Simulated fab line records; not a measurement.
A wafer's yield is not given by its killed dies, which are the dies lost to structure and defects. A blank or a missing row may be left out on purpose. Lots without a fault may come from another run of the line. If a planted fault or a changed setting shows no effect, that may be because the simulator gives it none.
Which of the tools did it? :: flow n5_finfet :: 33 wafers sampled from 11 lots at 1 step of a route of 1938

## WHAT EACH GAUGE READ, for each wafer
N5_GATE_CUT_OVL_MEAS_14.
lot: L075
measured: day 4 21:41
on: overlay-01
GATE_CUT_OVL (nm): 0.9 1.1 0.7

lot: L077
measured: day 5 06:38
on: overlay-02
GATE_CUT_OVL (nm): -0.2 -0.1 -0.4

lot: L079
measured: day 5 17:00
on: overlay-02
GATE_CUT_OVL (nm): 0.5 1.0 0.7

lot: L081
measured: day 6 05:05
on: overlay-02
GATE_CUT_OVL (nm): -0.5 -0.7 -1.0

lot: L082
measured: day 6 18:09
on: overlay-01
GATE_CUT_OVL (nm): 0.4 0.1 -0.7

lot: L086
measured: day 7 11:49
on: overlay-01
GATE_CUT_OVL (nm): 0.5 -0.6 1.0

lot: L089
measured: day 8 08:13
on: overlay-02
GATE_CUT_OVL (nm): 1.1 0.4 1.0

lot: L091
measured: day 8 21:05
on: overlay-02
GATE_CUT_OVL (nm): -0.9 0.3 -0.6

lot: L093
measured: day 9 07:11
on: overlay-02
GATE_CUT_OVL (nm): -0.6 0.9 -0.3

lot: L095
measured: day 10 01:10
on: overlay-02
GATE_CUT_OVL (nm): 1.2 1.1 1.0

lot: L097
measured: day 10 09:18
on: overlay-01
GATE_CUT_OVL (nm): 1.1 1.1 1.6

## TOOL THAT RAN EACH LOT (tool first, then ch and the chambers of the sampled wafers, then the start)
There is no process step in the record ahead of these readings.

## THE ANSWER, worked out from the rows above alone
Rule: the usual values come from the lots themselves. Put in order of their means at a reading, lots are off if they are a third of the lots or fewer, leave a main group of 4 or more, and stand apart from it by a gap of 3 or more times the standard deviation of the main group's means; of several such gaps the widest counts. A main group whose means are all the same, to the digits that the tables above print for the reading, isn't used. A lot without any number at a reading at which 4 lots or more have one is off too. Any other lot the step has rows for is counted as sound.
Nothing can be told from this: no lot is off at any reading shown.

## WHAT THE SIMULATOR HAD PUT IN
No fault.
